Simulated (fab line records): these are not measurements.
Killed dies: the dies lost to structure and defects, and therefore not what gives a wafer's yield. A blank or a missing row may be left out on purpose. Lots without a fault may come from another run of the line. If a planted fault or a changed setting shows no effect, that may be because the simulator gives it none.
fab line records + flow n5_finfet
[record]
- lots = 4
- wafers = 11
- last_day = 17
route steps=1938 shown BEOL_M4@1099 BEOL_M5@1112 BEOL_M12@1636 PASSIVATION@1936
lots that met no fault: taken from a fault-free run of the same line
start_h: the number of hours between the record's first day and the start of the first shown wafer of the lot + wait_h: hours elapsed since this lot's preceding step + " unchanged from the row above + L1.1+2: several wafers, shown together as one row + - value missing, or start not given + * or withheld: withheld + < > ~ a bound
route shown NAME@n: NAME is a module with steps in the file, n the number in the route of the first one + usual: the fault-free wafers' mean and standard deviation + same: alike in all rows + chamber/n: place in a boat + sites: readings site by site + _std_site: standard deviation of those values + _edge_site: outer sites' mean less inner sites' + radius_mm: how far each site lies from the wafer's centre + mask NAME#n: copy n + behind: the last tool/chamber to shape the wafer + hold: why the lot was held/for how many hours/how that ended + device: whichever transistor did not switch (one of n, p or np) + end of line: the tests these same wafers got at the end of their route + a step without rows: its recipe alone + killed: the dies lost at the first sort to structure and to defects; this is not the yield of the wafer + map: a wafer's dies, x killed, . not, _ none there
set.NAME: the setting the step ran with; set.NAME@STEP: the setting that earlier step ran with + model.NAME: the simulator's own value behind a step, which no gauge read
lots at some steps of the route; a table a step, a row a wafer
services: a tool's chamber out of use, with start hour (start_h, from the record's first day; less than 0 if before it), hours out, and reason
[[steps]]
[step N5_BEOL_M4_ANNEAL_95]
[recipe]
- temp_c = 400
- time_s = 240
- ambient = vacuum
[step N5_BEOL_M4_SPUTTER_96]
[recipe]
- material = Cu
- target_thk_a = 45
- temp_c = -20
- chamber_pressure_pa = 0.07
- power_w = withheld
- time_s = 8.29
[step N5_BEOL_M4_ECD_50]
[recipe]
- material = Cu
- target_thk_a = 3000
[step N5_BEOL_M4_ANNEAL_51]
[recipe]
- temp_c = 225
- time_s = 90
- ambient = N2
[step N5_BEOL_M4_CMP_52]
[recipe]
- stop_on = SiOC
- t_overpolish_s = 6.8
- down_force_psi = 1
- platen_rpm = 50
- clearing_platen_down_force_psi = 1.5
- clearing_platen_rpm = 50
- post_cmp_clean = cu_alkaline
- target_thk_nm = 40
- clearing_platen_pad_velocity_m_s = 0.99484
- pad_velocity_m_s = 0.99484
[step N5_BEOL_M4_PRE_CLEAN_60]
[recipe]
- gas = NH3/H2
- time_s = 15
- temp_c = *
- rf_power_w = 300
[step N5_BEOL_M4_CO_CAP_55]
[recipe]
- material = Co
- target_thk_a = 20
- temp_c = 200
- precursor = CCTBA/H2
- pressure_torr = 30
- time_s = 102.1
[step N5_BEOL_M4_PRE_CLEAN_56]
[recipe]
- gas = NH3
- time_s = 15
- temp_c = withheld
- rf_power_w = 300
[step N5_BEOL_M4_DEP_57]
[recipe]
- material = SiCN
- target_thk_a = 80
- temp_c = withheld
- precursor = 3MS/NH3
- pressure_torr = 3
- rf_w = 202
- time_s = 14
[step N5_BEOL_M4_RC_MEAS_101]
[usual]
- DIBL_N = 36.6/2.3
- DIBL_P = 36.3/2.8
- IOFF_N = 0.17/0.047
- IOFF_P = 0.22/0.048
- ION_N = 676/14
- ION_P = 463/9.4
- SS_N = 71.6/0.84
- SS_P = 73.4/0.85
- VT_N = 249/3.7
- VT_P = -249/3.6
| lot.wafer | tool      | chamber | start_h | wait_h | DIBL_N[mV/V] | DIBL_P[mV/V] | IOFF_N[nA/um] | IOFF_P[nA/um] | ION_N[uA/um] | ION_P[uA/um] | SS_N[mV/dec] | SS_P[mV/dec] | VT_N[mV] | VT_P[mV] |
|-----------|-----------|---------|---------|--------|--------------|--------------|---------------|---------------|--------------|--------------|--------------|--------------|----------|----------|
| L241.1    | prober-01 | 0       | 183.33  | 0.0    | 35.9         | 34.7         | 0.16          | 0.20          | 691          | 464          | 70.7         | 72.9         | 249      | -248     |
| L241.3    | "         | 0       | "       | "      | 39.2         | 38.5         | 0.23          | 0.25          | 702          | 476          | 72.1         | 73.2         | 243      | -248     |
| L241.5    | "         | 0       | "       | "      | 41.1         | 41.0         | 0.27          | 0.30          | 691          | 461          | 72.4         | 74.5         | 242      | -246     |
| L242.2    | prober-02 | 0       | 188.24  | 0.2    | 36.8         | 37.8         | 0.18          | 0.22          | 691          | 469          | 71.6         | 73.3         | 247      | -252     |
| L242.5    | "         | 0       | "       | "      | 35.6         | 36.3         | 0.16          | 0.19          | 692          | 468          | 70.5         | 72.8         | 248      | -251     |
| L242.6    | "         | 0       | "       | "      | 40.8         | 41.1         | 0.22          | 0.26          | 667          | 453          | 72.5         | 74.5         | 246      | -250     |
| L251.1    | prober-01 | 0       | 243.52  | 0.0    | 36.0         | 35.1         | 0.15          | 0.20          | 676          | 462          | 71.3         | 73.4         | 250      | -252     |
| L251.2    | "         | 0       | "       | "      | 35.0         | 34.5         | 0.13          | 0.19          | 654          | 454          | 70.9         | 73.1         | 254      | -252     |
| L251.4    | "         | 0       | "       | "      | 39.0         | 39.0         | 0.19          | 0.26          | 672          | 463          | 71.7         | 74.2         | 248      | -247     |
| L255.3    | prober-02 | 0       | 265.92  | 0.3    | 42.0         | 40.8         | 0.31          | 0.32          | 677          | 463          | 74.7         | 75.0         | 246      | -241     |
| L255.4    | "         | 0       | "       | "      | 38.5         | 39.3         | 0.22          | 0.29          | 693          | 476          | 72.6         | 74.6         | 245      | -243     |
[step N5_BEOL_M5_ILD_DEP_00]
[recipe]
- material = SiCOH_lowk
- target_thk_a = 1406.4
- temp_c = 300
- precursor = DEMS/porogen
- pressure_torr = 5
- rf_w = 500
- time_s = 25.9
[step N5_BEOL_M5_CURE_79]
[recipe]
- temp_c = 385
- time_s = 240
- ambient = He/Ar
- material = SiCOH_lowk
[step N5_BEOL_M5_PECVD_70]
[recipe]
- material = SiO2
- target_thk_a = 160
- temp_c = 400
- precursor = TEOS/O2
- pressure_torr = 5.5
- rf_w = 450
- teos_flow_sccm = 53.8
- gas = O2
- flow_sccm = 3000
- time_s = 18
[step N5_BEOL_M5_HM_DEP_02]
[recipe]
- material = TiN
- target_thk_a = 200
- temp_c = 25
- chamber_pressure_pa = 0.49996
[step N5_BEOL_M5_COAT_59]
[recipe]
- resist = SOC
- temp_c = 250
- time_s = 60
- spin_rpm = 1500
- resist_thk_nm = 60
[step N5_BEOL_M5_COAT_60]
[recipe]
- resist = SiARC
- temp_c = 220
- time_s = 60
- spin_rpm = 1500
- resist_thk_nm = 12
[step N5_BEOL_M5_COAT_71]
[recipe]
- resist = underlayer
- temp_c = 205
- time_s = 60
- spin_rpm = 1500
- resist_thk_nm = 5
[step N5_BEOL_M5_COAT_05]
[recipe]
- resist = CAR-EUV
- spin_rpm = 1500
- resist_thk_nm = 30
[step N5_BEOL_M5_EBR_07]
[recipe]
- solvent = PGMEA
- ebr_width_mm = 1.5
[step N5_BEOL_M5_SOFTBAKE_06]
[recipe]
- temp_c = 110
- time_s = 60
- resist = CAR-EUV
[step N5_BEOL_M5_EXPOSE_08]
[recipe]
- mask_id = M5
- na = 0.33
- source_shape = annular
- sigma_inner = 0.4
- sigma_outer = 0.8
- polarization = unpolarized
- target_cd_nm = 28
- dose_mj = 35.75
[step N5_BEOL_M5_PEB_09]
[recipe]
- peb_temp_c = 100
- peb_time_s = 60
- resist = CAR-EUV
[step N5_BEOL_M5_DEVELOP_10]
[recipe]
- develop_time_s = 30
- developer = TMAH
- resist = CAR-EUV
- rinse_liquid = surfactant_rinse
- dry = air_spin
- dev_temp_c = 23
[step N5_BEOL_M5_DESCUM_16]
[recipe]
- chemistry = O2
- time_s = 7
- source_power_w = 50
- bias_power_w = 20
- pressure_mtorr = 20
- rf_frequency_hz = 2.712e+07
- temp_c = 40
- resist = CAR-EUV
- o2_flow_sccm = 225
[step N5_BEOL_M5_ETCH_72]
[recipe]
- chemistry = N2/H2
- target = underlayer
- target_depth_a = 65
- mask_material = CAR-EUV
- time_s = 5.2
- ion_energy_ev = 200
- pressure_mtorr = 30
- source_w = 840
- bias_w = 150
- n2_flow_sccm = 200
- h2_flow_sccm = 200
- ends = cleared
[step N5_BEOL_M5_ETCH_61]
[recipe]
- chemistry = CF4
- target = SiARC
- target_depth_a = 156
- mask_material = CAR-EUV
- time_s = 26
- ion_energy_ev = 80
- pressure_mtorr = 40
- source_w = 545
- bias_w = 36
- Ar_flow_sccm = 100
- cf4_flow_sccm = 100
- ends = cleared
[step N5_BEOL_M5_ETCH_62]
[recipe]
- chemistry = N2/H2
- target = SOC
- target_depth_a = 750
- overetch_a = 150
- mask_material = SiARC
- temp_c = 40
- time_s = 112.5
- ion_energy_ev = 200
- pressure_mtorr = 30
- source_w = 840
- bias_w = 150
- n2_flow_sccm = 200
- h2_flow_sccm = 200
[step N5_BEOL_M5_STRIP_63]
[recipe]
- chemistry = N2/H2
- temp_c = 40
- n2_flow_sccm = 200
- h2_flow_sccm = 200
- rf_frequency_hz = 6e+07
[step N5_BEOL_M5_STRIP_73]
[recipe]
- chemistry = N2/H2
- temp_c = 40
- n2_flow_sccm = 200
- h2_flow_sccm = 200
- rf_frequency_hz = 6e+07
[step N5_BEOL_M5_STRIP_64]
[recipe]
- chemistry = CF4
- resist = SiARC
- power_w = 300
- bias_power_w = 75
- pressure_mtorr = 50
- cf4_flow_sccm = 150
- rf_frequency_hz = 6e+07
[step N5_BEOL_M5_HM_OPEN_17]
[recipe]
- chemistry = Cl2/BCl3
- target_depth_a = 200
- overetch_a = 60
- target = TiN
- mask_material = SOC
- ion_energy_ev = 150
- pressure_mtorr = 10
- icp_w = 1000
- bias_w = 126
- Cl2_flow_sccm = 53.25
- bcl3_flow_sccm = 21.75
- Ar_flow_sccm = 25
[step N5_BEOL_M5_STRIP_19]
[recipe]
- chemistry = O2
- power_w = 400
- temp_c = 40
- pressure_mtorr = 30
- rf_frequency_hz = 6e+07
- bias_power_w = 0
- overash_fraction = 0.2
- o2_flow_sccm = 225
[step N5_BEOL_M5_COAT_65]
[recipe]
- resist = SOC
- temp_c = 250
- time_s = 60
- spin_rpm = 1500
- resist_thk_nm = 60
[step N5_BEOL_M5_COAT_66]
[recipe]
- resist = SiARC
- temp_c = 220
- time_s = 60
- spin_rpm = 1500
- resist_thk_nm = 12
[step N5_BEOL_M12_ETCH_67]
[recipe]
- chemistry = CF4
- target = SiARC
- target_depth_a = 1430
- time_s = 238.3
- ion_energy_ev = 80
- pressure_mtorr = 40
- source_w = 545
- bias_w = 36
- Ar_flow_sccm = 100
- cf4_flow_sccm = 100
- ends = cleared
[usual]
- bias_w = 35.99/0.1
- cf4_flow_sccm = 99.93/0.29
- drypump_motor_current_A = 5.7/0.39
- etch_rf_on_time_s = 240/11
- mfc_ar_sccm = 100.0/0.3
- oes_product_au = 0.69/0.079
- rf_vpp_V = 184.3/1.1
- showerhead_plenum_p_Torr = 2.16/0.077
- throttle_valve_pct = 15.5/0.3
| lot.wafer | tool        | chamber | start_h | wait_h | bias_w | cf4_flow_sccm | drypump_motor_current_A | etch_rf_on_time_s | mfc_ar_sccm | oes_product_au | rf_hours_counter_h | rf_vpp_V | showerhead_plenum_p_Torr | throttle_valve_pct | model.coat_of_BEOL_M12_COAT_22.thk_nm |
|-----------|-------------|---------|---------|--------|--------|---------------|-------------------------|-------------------|-------------|----------------|--------------------|----------|--------------------------|--------------------|---------------------------------------|
| L241.1    | rie_diel-02 | 3       | 251.99  | 0.0    | -      | -             | -                       | -                 | -           | -              | -                  | -        | -                        | -                  | 285.2                                 |
| L241.3    | "           | 2       | "       | "      | -      | -             | -                       | -                 | -           | -              | -                  | -        | -                        | -                  | 284.8                                 |
| L241.5    | "           | 3       | "       | "      | -      | -             | -                       | -                 | -           | -              | -                  | -        | -                        | -                  | 285.4                                 |
| L242.2    | rie_diel-02 | 0       | 260.56  | 0.0    | -      | -             | -                       | -                 | -           | -              | -                  | -        | -                        | -                  | 283.6                                 |
| L242.5    | "           | 0       | "       | "      | -      | -             | -                       | -                 | -           | -              | -                  | -        | -                        | -                  | 283.4                                 |
| L242.6    | "           | 3       | "       | "      | -      | -             | -                       | -                 | -           | -              | -                  | -        | -                        | -                  | 283.6                                 |
| L251.1    | rie_diel-01 | 2       | 309.41  | 0.0    | 35.91  | 100.46        | 5.1                     | 230               | 99.7        | 0.70           | 93                 | 182.2    | 2.06                     | 15.3               | 211                                   |
| L251.2    | "           | 0       | "       | "      | 36.02  | 99.97         | 5.8                     | 262               | 100.4       | 0.57           | 222                | 184.7    | 2.22                     | 15.9               | 211.2                                 |
| L251.4    | "           | 3       | "       | "      | 36.10  | 100.15        | 5.8                     | 231               | 99.7        | 0.58           | 249                | 183.8    | 2.19                     | 16.1               | 210.8                                 |
| L255.3    | rie_diel-02 | 3       | 358.65  | 0.0    | 36.02  | 99.89         | 6.4                     | 240               | 99.7        | 0.65           | 144                | 184.1    | 2.15                     | 15.5               | 210                                   |
| L255.4    | "           | 1       | "       | "      | 36.07  | 99.36         | 5.9                     | 244               | 100.3       | 0.72           | 56                 | 184.3    | 2.26                     | 15.5               | 210.4                                 |
[step N5_BEOL_M12_OCD_MEAS_35]
[usual]
- trench_depth_nm = 319/6.7
| lot.wafer | tool   | chamber | start_h | wait_h | trench_depth_nm |
|-----------|--------|---------|---------|--------|-----------------|
| L241.1    | ocd-02 | -       | 252.47  | 0.0    | -               |
| L241.3    | "      | -       | "       | "      | -               |
| L241.5    | "      | -       | "       | "      | -               |
| L242.2    | ocd-01 | -       | 261.04  | 0.0    | -               |
| L242.5    | "      | -       | "       | "      | -               |
| L242.6    | "      | -       | "       | "      | -               |
| L251.1    | ocd-02 | -       | 309.90  | 0.0    | 323             |
| L251.2    | "      | -       | "       | "      | 309             |
| L251.4    | "      | -       | "       | "      | 312             |
| L255.3    | ocd-02 | -       | 359.14  | 0.0    | 307             |
| L255.4    | "      | -       | "       | "      | 320             |
[step N5_PASSIVATION_PROBE_49]
[usual]
- defect_limited_yield = 91.5/1.5
- killed_at_M0_to_M3 = 33/9.9
- killed_at_M4_up = 14/5.2
- killed_at_contacts = 11/5.2
- killed_at_front_end = 38/10
- killed_at_other = 4/3.5
- killed_dies = 100/18
- killed_on_rim = 13/4.1
- killed_open = 66/14
- killed_short = 32/6.9
- sort_bin_4_leakage = 0.00/0.027
- sort_bin_5_function = 5.0/1
- sort_bin_6_memory = 3.1/0.69
- sort_n_pass = 1080/18
- sort_yield_pct = 91.5/1.5
[same]
- gross_dies = 1180
- killed_at_back_side = 0
- sort_bin_8_speed[%] = 0
| lot.wafer | tool      | chamber | start_h | wait_h | defect_limited_yield[%] | killed_at_M0_to_M3 | killed_at_M4_up | killed_at_contacts | killed_at_front_end | killed_at_other | killed_dies | killed_on_rim | killed_open | killed_short | sort_bin_4_leakage[%] | sort_bin_5_function[%] | sort_bin_6_memory[%] | sort_n_pass | sort_yield_pct[%] |
|-----------|-----------|---------|---------|--------|-------------------------|--------------------|-----------------|--------------------|---------------------|-----------------|-------------|---------------|-------------|--------------|-----------------------|------------------------|----------------------|-------------|-------------------|
| L241.1    | prober-01 | -       | 292.65  | 0.0    | 0                       | 44                 | 1072            | 16                 | 47                  | 1               | 1180        | 152           | 82          | 36           | 0                     | 95.8                   | 3.9                  | 0           | 0                 |
| L241.3    | prober-01 | -       | 292.75  | 0.1    | 0                       | 21                 | 1118            | 12                 | 27                  | 2               | 1180        | 152           | 47          | 23           | 0                     | 97.5                   | 2.2                  | 0           | 0                 |
| L241.5    | prober-01 | -       | 292.85  | 0.2    | 0                       | 25                 | 1113            | 11                 | 24                  | 7               | 1180        | 152           | 63          | 16           | 0                     | 97.4                   | 2.5                  | 0           | 0                 |
| L242.2    | prober-01 | -       | 297.56  | 0.1    | 0                       | 39                 | 1091            | 9                  | 38                  | 3               | 1180        | 152           | 66          | 29           | 0                     | 96.8                   | 3.2                  | 0           | 0                 |
| L242.5    | prober-01 | -       | 297.71  | 0.2    | 0                       | 47                 | 1091            | 13                 | 26                  | 3               | 1180        | 152           | 64          | 36           | 0                     | 96.9                   | 2.9                  | 0           | 0                 |
| L242.6    | prober-01 | -       | 297.76  | 0.3    | 0                       | 28                 | 1100            | 17                 | 34                  | 1               | 1180        | 152           | 67          | 32           | 0                     | 97.3                   | 2.5                  | 0           | 0                 |
| L251.1    | prober-02 | -       | 351.64  | 0.0    | 92.9                    | 34                 | 19              | 5                  | 25                  | 1               | 84          | 13            | 50          | 33           | 0                     | 4.9                    | 2.0                  | 1096        | 92.9              |
| L251.2    | prober-02 | -       | 351.69  | 0.1    | 94.0                    | 29                 | 13              | 7                  | 20                  | 2               | 71          | 4             | 56          | 15           | 0                     | 3.7                    | 2.2                  | 1109        | 94.0              |
| L251.4    | prober-02 | -       | 351.79  | 0.2    | 90.3                    | 52                 | 17              | 7                  | 34                  | 4               | 114         | 20            | 75          | 37           | 0                     | 6.3                    | 3.4                  | 1066        | 90.3              |
// killed by level:class
L241.1 BEOL_M12:area_etch=1060 STI_FIN_REVEAL:geometric_particle:open=15 MOL_CONTACT_COAG:geometric_particle:open=13 BEOL_M0_SAQP:geometric_particle:short=12 FIN_SAQP:geometric_particle:open=11 BEOL_M2:geometric_particle:open=10 BEOL_M1:geometric_particle:open=9 FIN_SAQP:geometric_particle:short=8
L241.3 BEOL_M12:area_etch=1109 MOL_CONTACT_COAG:geometric_particle:open=12 FIN_SAQP:geometric_particle:short=6 STI_FIN_REVEAL:geometric_particle:open=5 BEOL_M1:geometric_particle:open=5 BEOL_M0_SAQP:geometric_particle:short=5 FIN_SAQP:geometric_particle:open=4 GATE_CUT:geometric_particle:short=4
L241.5 BEOL_M12:area_etch=1100 STI_FIN_REVEAL:geometric_particle:open=10 MOL_CONTACT_COAG:geometric_particle:open=10 BEOL_M0_SAQP:geometric_particle:open=8 BEOL_M2:geometric_particle:open=6 BEOL_M0_SAQP:geometric_particle:short=5 PAD_METAL:geometric_particle:open=4 FIN_SAQP:geometric_particle:short=3
L242.2 BEOL_M12:area_etch=1085 DUMMY_GATE:geometric_particle:open=10 BEOL_M0_SAQP:geometric_particle:short=10 BEOL_M1:geometric_particle:open=9 MOL_CONTACT_COAG:geometric_particle:open=8 BEOL_M0_SAQP:geometric_particle:open=8 STI_FIN_REVEAL:geometric_particle:open=6 FIN_SAQP:geometric_particle:open=4
L242.5 BEOL_M12:area_etch=1080 BEOL_M0_SAQP:geometric_particle:short=12 BEOL_M0_SAQP:geometric_particle:open=10 FIN_SAQP:geometric_particle:open=9 MOL_CONTACT_COAG:geometric_particle:open=9 BEOL_M1:geometric_particle:short=7 BEOL_M2:geometric_particle:open=7 BEOL_M3:geometric_particle:open=5
L242.6 BEOL_M12:area_etch=1081 MOL_CONTACT_COAG:geometric_particle:open=12 FIN_SAQP:geometric_particle:open=8 BEOL_M2:geometric_particle:open=7 BEOL_M3:geometric_particle:open=7 BEOL_M4:geometric_particle:open=6 FIN_SAQP:geometric_particle:short=5 BEOL_M0_SAQP:geometric_particle:short=5
L251.1 BEOL_M0_SAQP:geometric_particle:short=10 BEOL_M2:geometric_particle:open=9 BEOL_M4:geometric_particle:open=7 BEOL_M1:geometric_particle:open=7 FIN_SAQP:geometric_particle:short=6 MOL_CONTACT_COAG:geometric_particle:open=5 ILD0:geometric_particle:open=4 BEOL_M8:geometric_particle:open=4
L251.2 MOL_CONTACT_COAG:geometric_particle:open=7 BEOL_M0_SAQP:geometric_particle:open=7 STI_FIN_REVEAL:geometric_particle:open=6 BEOL_M2:geometric_particle:open=6 BEOL_M4:geometric_particle:open=6 GATE_CUT:geometric_particle:short=5 BEOL_M1:geometric_particle:open=5 BEOL_M3:geometric_particle:open=4
L251.4 BEOL_M3:geometric_particle:open=12 BEOL_M4:geometric_particle:open=11 BEOL_M0:geometric_particle:open=9 GATE_CUT:geometric_particle:short=8 BEOL_M1:geometric_particle:open=8 FIN_SAQP:geometric_particle:open=6 BEOL_M0_SAQP:geometric_particle:short=6 BEOL_M1:geometric_particle:short=6
// map L241.1 (x killed, . not)
_________________xxxxxxxxxxxx________________
______________xxxxxxxxxxxxxxxxxx_____________
___________xxxxxxxxxxxxxxxxxxxxxxxx__________
__________xxxxxxxxxxxxxxxxxxxxxxxxxx_________
________xxxxxxxxxxxxxxxxxxxxxxxxxxxxxx_______
_______xxxxxxxxxxxxxxxxxxxxxxxxxxxxxxxx______
______xxxxxxxxxxxxxxxxxxxxxxxxxxxxxxxxxx_____
_____xxxxxxxxxxxxxxxxxxxxxxxxxxxxxxxxxxxx____
____xxxxxxxxxxxxxxxxxxxxxxxxxxxxxxxxxxxxxx___
___xxxxxxxxxxxxxxxxxxxxxxxxxxxxxxxxxxxxxxxx__
___xxxxxxxxxxxxxxxxxxxxxxxxxxxxxxxxxxxxxxxx__
__xxxxxxxxxxxxxxxxxxxxxxxxxxxxxxxxxxxxxxxxxx_
__xxxxxxxxxxxxxxxxxxxxxxxxxxxxxxxxxxxxxxxxxx_
_xxxxxxxxxxxxxxxxxxxxxxxxxxxxxxxxxxxxxxxxxxxx
_xxxxxxxxxxxxxxxxxxxxxxxxxxxxxxxxxxxxxxxxxxxx
_xxxxxxxxxxxxxxxxxxxxxxxxxxxxxxxxxxxxxxxxxxxx
_xxxxxxxxxxxxxxxxxxxxxxxxxxxxxxxxxxxxxxxxxxxx
_xxxxxxxxxxxxxxxxxxxxxxxxxxxxxxxxxxxxxxxxxxxx
_xxxxxxxxxxxxxxxxxxxxxxxxxxxxxxxxxxxxxxxxxxxx
_xxxxxxxxxxxxxxxxxxxxxxxxxxxxxxxxxxxxxxxxxxxx
_xxxxxxxxxxxxxxxxxxxxxxxxxxxxxxxxxxxxxxxxxxxx
__xxxxxxxxxxxxxxxxxxxxxxxxxxxxxxxxxxxxxxxxxx_
__xxxxxxxxxxxxxxxxxxxxxxxxxxxxxxxxxxxxxxxxxx_
___xxxxxxxxxxxxxxxxxxxxxxxxxxxxxxxxxxxxxxxx__
___xxxxxxxxxxxxxxxxxxxxxxxxxxxxxxxxxxxxxxxx__
____xxxxxxxxxxxxxxxxxxxxxxxxxxxxxxxxxxxxxx___
_____xxxxxxxxxxxxxxxxxxxxxxxxxxxxxxxxxxxx____
______xxxxxxxxxxxxxxxxxxxxxxxxxxxxxxxxxx_____
_______xxxxxxxxxxxxxxxxxxxxxxxxxxxxxxxx______
________xxxxxxxxxxxxxxxxxxxxxxxxxxxxxx_______
__________xxxxxxxxxxxxxxxxxxxxxxxxxx_________
___________xxxxxxxxxxxxxxxxxxxxxxxx__________
______________xxxxxxxxxxxxxxxxxx_____________
_________________xxxxxxxxxxxx________________
// map L242.2 (x killed, . not)
_________________xxxxxxxxxxxx________________
______________xxxxxxxxxxxxxxxxxx_____________
___________xxxxxxxxxxxxxxxxxxxxxxxx__________
__________xxxxxxxxxxxxxxxxxxxxxxxxxx_________
________xxxxxxxxxxxxxxxxxxxxxxxxxxxxxx_______
_______xxxxxxxxxxxxxxxxxxxxxxxxxxxxxxxx______
______xxxxxxxxxxxxxxxxxxxxxxxxxxxxxxxxxx_____
_____xxxxxxxxxxxxxxxxxxxxxxxxxxxxxxxxxxxx____
____xxxxxxxxxxxxxxxxxxxxxxxxxxxxxxxxxxxxxx___
___xxxxxxxxxxxxxxxxxxxxxxxxxxxxxxxxxxxxxxxx__
___xxxxxxxxxxxxxxxxxxxxxxxxxxxxxxxxxxxxxxxx__
__xxxxxxxxxxxxxxxxxxxxxxxxxxxxxxxxxxxxxxxxxx_
__xxxxxxxxxxxxxxxxxxxxxxxxxxxxxxxxxxxxxxxxxx_
_xxxxxxxxxxxxxxxxxxxxxxxxxxxxxxxxxxxxxxxxxxxx
_xxxxxxxxxxxxxxxxxxxxxxxxxxxxxxxxxxxxxxxxxxxx
_xxxxxxxxxxxxxxxxxxxxxxxxxxxxxxxxxxxxxxxxxxxx
_xxxxxxxxxxxxxxxxxxxxxxxxxxxxxxxxxxxxxxxxxxxx
_xxxxxxxxxxxxxxxxxxxxxxxxxxxxxxxxxxxxxxxxxxxx
_xxxxxxxxxxxxxxxxxxxxxxxxxxxxxxxxxxxxxxxxxxxx
_xxxxxxxxxxxxxxxxxxxxxxxxxxxxxxxxxxxxxxxxxxxx
_xxxxxxxxxxxxxxxxxxxxxxxxxxxxxxxxxxxxxxxxxxxx
__xxxxxxxxxxxxxxxxxxxxxxxxxxxxxxxxxxxxxxxxxx_
__xxxxxxxxxxxxxxxxxxxxxxxxxxxxxxxxxxxxxxxxxx_
___xxxxxxxxxxxxxxxxxxxxxxxxxxxxxxxxxxxxxxxx__
___xxxxxxxxxxxxxxxxxxxxxxxxxxxxxxxxxxxxxxxx__
____xxxxxxxxxxxxxxxxxxxxxxxxxxxxxxxxxxxxxx___
_____xxxxxxxxxxxxxxxxxxxxxxxxxxxxxxxxxxxx____
______xxxxxxxxxxxxxxxxxxxxxxxxxxxxxxxxxx_____
_______xxxxxxxxxxxxxxxxxxxxxxxxxxxxxxxx______
________xxxxxxxxxxxxxxxxxxxxxxxxxxxxxx_______
__________xxxxxxxxxxxxxxxxxxxxxxxxxx_________
___________xxxxxxxxxxxxxxxxxxxxxxxx__________
______________xxxxxxxxxxxxxxxxxx_____________
_________________xxxxxxxxxxxx________________
[[services]]
| tool        | chamber | start_h | hours | kind                          |
|-------------|---------|---------|-------|-------------------------------|
| rie_diel-02 | 0       | 261.01  | -     | clean                         |
| rie_diel-02 | 0       | 261.01  | -     | consumable_replace:focus_ring |
| rie_diel-02 | 0       | 261.01  | -     | consumable_replace:showerhead |
| rie_diel-01 | 0       | 265.24  | 2.7   | repair                        |
| rie_diel-02 | -       | 297.79  | 0.4   | repair                        |
| rie_diel-01 | 3       | 310.63  | -     | clean                         |
| rie_diel-01 | 3       | 310.63  | -     | consumable_replace:focus_ring |
| rie_diel-01 | 3       | 310.63  | 18.1  | scheduled_down                |
| rie_diel-01 | 3       | 310.63  | 18.1  | vent_cycle                    |
| rie_diel-02 | 0       | 318.32  | 7.6   | repair                        |
| rie_diel-01 | 1       | 351.51  | -     | clean                         |
| rie_diel-01 | 1       | 351.51  | -     | consumable_replace:focus_ring |
| rie_diel-01 | 1       | 351.51  | 29.7  | scheduled_down                |
| rie_diel-01 | 1       | 351.51  | 29.7  | vent_cycle                    |
[[key]]
[first_sign]
- step = N5_BEOL_M12_ETCH_67
- reading = tool_record
- direction = missing
[effect]
- step = N5_BEOL_M12_OCD_MEAS_35
- reading = trench_depth_nm
- direction = missing
[effect]
- step = N5_PASSIVATION_PROBE_49
- reading = killed_at_M4_up
- direction = up
- sigmas = 99+
- usual = 14
- struck = 1098
[model_effect]
- step = N5_BEOL_M12_ETCH_67
- value = coat_of_BEOL_M12_COAT_22.thk_nm
- without = 212.8
- struck = 284.3
[more_kills_born_at]
- N5_BEOL_M12_ETCH_67@rie_diel-02 = 6515
met_at N5_BEOL_M12_ETCH_67
struck_wafers L241.1,L241.3,L241.5,L242.2,L242.5,L242.6
later_rows_left_out L241.1,L241.3,L241.5,L242.2,L242.5,L242.6
[fault]
- kind = skipped_step_whole
- tool = rie_diel-02
- chamber = -
- onset_h = 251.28
- steps = N5_BEOL_M12_ETCH_67
- scope = struck_lots_only
// later_rows_left_out: the simulator's readings of these wafers behind a module that went badly wrong aren't trusted and aren't shown, but for the sort
